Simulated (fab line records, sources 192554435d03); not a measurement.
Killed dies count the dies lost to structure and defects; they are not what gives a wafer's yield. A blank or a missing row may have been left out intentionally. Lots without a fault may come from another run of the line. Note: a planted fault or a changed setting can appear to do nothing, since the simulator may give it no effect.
Split-lot trial + flow n5Finfet + 7 lots, 39 wafers read, on a route of 1938 steps

## SPLIT DETAILS
At N5_BEOL_M12_ILD_DEP_00 (deposits SiOC from DEMS/O2, target thk 658.92 nm, time 130.7 s), the setting timeS was moved away from the recipe's 130.7 s on 18 of the 39 wafers read, by -44.1% to +38.5%. This setting was run at the recipe's value on the other wafers.

Split to reading: the file shows no intervening step.

## THE READING
At N5_BEOL_M12_THK_MEAS_01: M12_ILD_THK, given in nm. On this fab line, fault-free wafers typically give 661 nm with a standard deviation of 8.5 nm.

| wafer  | tool, chamber at the split | timeS as run, s | against the recipe | M12_ILD_THK, nm | against lot-mates on the recipe |
|--------|----------------------------|-----------------|--------------------|-----------------|---------------------------------|
| L074.1 | pecvd-04, 2                | 130.7           | recipe             | 648             | -                               |
| L074.2 | pecvd-04, 0                | 130.7           | recipe             | 654             | -                               |
| L074.3 | pecvd-04, 2                | 151.3           | +15.8%             | 764             | +108                            |
| L074.4 | pecvd-04, 0                | 151.3           | +15.8%             | 772             | +116                            |
| L074.5 | pecvd-04, 2                | 130.7           | recipe             | 666             | -                               |
| L074.6 | pecvd-04, 0                | 151.3           | +15.8%             | 771             | +115                            |
| L075.1 | pecvd-01, 1                | 73              | -44.1%             | 365             | -296                            |
| L075.2 | pecvd-01, 0                | 73              | -44.1%             | 371             | -290                            |
| L075.3 | pecvd-01, 2                | 130.7           | recipe             | 654             | -                               |
| L075.4 | pecvd-01, 2                | 130.7           | recipe             | 660             | -                               |
| L075.5 | pecvd-01, 1                | 130.7           | recipe             | 670             | -                               |
| L075.6 | pecvd-01, 0                | 73              | -44.1%             | 384             | -277                            |
| L078.1 | pecvd-04, 2                | 167.3           | +28.0%             | 836             | +177                            |
| L078.2 | pecvd-04, 1                | 130.7           | recipe             | 659             | -                               |
| L078.3 | pecvd-04, 0                | 130.7           | recipe             | 650             | -                               |
| L078.4 | pecvd-04, 0                | 167.3           | +28.0%             | 853             | +194                            |
| L078.5 | pecvd-04, 1                | 167.3           | +28.0%             | 856             | +197                            |
| L078.6 | pecvd-04, 2                | 130.7           | recipe             | 668             | -                               |
| L083.1 | pecvd-04, 0                | 130.7           | recipe             | 660             | -                               |
| L083.2 | pecvd-04, 2                | 181             | +38.5%             | 900             | +235                            |
| L083.3 | pecvd-04, 1                | 181             | +38.5%             | 910             | +245                            |
| L083.4 | pecvd-04, 2                | 181             | +38.5%             | 920             | +255                            |
| L083.5 | pecvd-04, 0                | 130.7           | recipe             | 674             | -                               |
| L083.6 | pecvd-04, 1                | 130.7           | recipe             | 660             | -                               |
| L089.2 | pecvd-02, 2                | 130.7           | recipe             | 657             | -                               |
| L089.4 | pecvd-02, 1                | 130.7           | recipe             | 657             | -                               |
| L089.5 | pecvd-02, 0                | 130.7           | recipe             | 666             | -                               |
| L088.1 | pecvd-02, 0                | 130.7           | recipe             | 639             | -                               |
| L088.2 | pecvd-02, 1                | 156.1           | +19.4%             | 780             | +132                            |
| L088.3 | pecvd-02, 2                | 130.7           | recipe             | 647             | -                               |
| L088.4 | pecvd-02, 0                | 130.7           | recipe             | 659             | -                               |
| L088.5 | pecvd-02, 1                | 156.1           | +19.4%             | 789             | +141                            |
| L088.6 | pecvd-02, 2                | 156.1           | +19.4%             | 790             | +142                            |
| L093.1 | pecvd-04, 1                | 154.8           | +18.4%             | 777             | +116                            |
| L093.2 | pecvd-04, 2                | 130.7           | recipe             | 653             | -                               |
| L093.3 | pecvd-04, 0                | 154.8           | +18.4%             | 769             | +108                            |
| L093.4 | pecvd-04, 1                | 130.7           | recipe             | 669             | -                               |
| L093.5 | pecvd-04, 0                | 154.8           | +18.4%             | 777             | +116                            |
| L093.6 | pecvd-04, 2                | 130.7           | recipe             | 661             | -                               |

FIT RESULTS
A straight line over all 39 wafers: M12_ILD_THK changes by +6.54 nm for each +1% of timeS; r = +1.00; the points scatter about the line by 8.4 nm.
The same after taking each lot's own level away (the mean of its wafers on the recipe; 39 wafers): +6.55 nm for each +1%; r = +1.00; scatter 8.6 nm.
The reading moves by 2.9e+02 nm for the largest change in timeS, on that fit.
Measured against the standard deviation above, the lots' own levels, which go from 648.3 to 664.7 nm, span 1.9 times it.
The two slopes agree, so the slope changes little with the lot-to-lot level.
Check: for one of the wafers moved furthest among these (-44.1%), held out of the fit, the line's prediction against its lot-mates is -286 nm. It came out at -296 nm against them.

## OTHER SPLITS ON THESE WAFERS
Before the reading, these wafers also passed through other splits. Each is held against what the fit with the lots' levels taken away leaves over:
| other split on the same wafers | wafers away from the commonest value | r with M12_ILD_THK (lot level and that fit taken away) |
|--------------------------------|--------------------------------------|--------------------------------------------------------|
| N5_BEOL_M9_ETCH_66 timeS       | 15                                   | +0.05                                                  |

## THE WHOLE CHAIN: every reading that the file lists as answering this split, in the file's order
| step                    | what it does                                                   | reading                                                                            | change (the file's fit)              | r (the file's) |
|-------------------------|----------------------------------------------------------------|------------------------------------------------------------------------------------|--------------------------------------|----------------|
| N5_BEOL_M12_ILD_DEP_00  | deposits SiOC from DEMS/O2, target thk 658.92 nm, time 130.7 s | SiOC_of_BEOL_M12_ILD_DEP_00.thkNm (the simulator's own value, which no gauge read) | +6.56 nm for each +1% of the setting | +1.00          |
| N5_BEOL_M12_THK_MEAS_01 |                                                                | M12_ILD_THK                                                                        | +6.56 for each +1% of the setting    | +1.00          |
| N5_BEOL_M12_VIA_ETCH_16 | etches SiOC in C4F8/O2/Ar, target depth 724.8 nm               | etch.depthNm (the simulator's own value, which no gauge read)                      | +6.56 nm for each +1% of the setting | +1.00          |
| N5_BEOL_M12_VIA_ETCH_16 | etches SiOC in C4F8/O2/Ar, target depth 724.8 nm               | coat_of_BEOL_M12_COAT_04.thkNm (the simulator's own value, which no gauge read)    | -1.93 nm for each +1% of the setting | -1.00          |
| N5_BEOL_M12_STRIP_63    | strips in N2/H2                                                | stripTimeToEndpointS                                                               | withheld for each +1% of the setting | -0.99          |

## FILE'S OWN FIT
M12_ILD_THK changes by +6.56 nm for each +1% of timeS, r = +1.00.
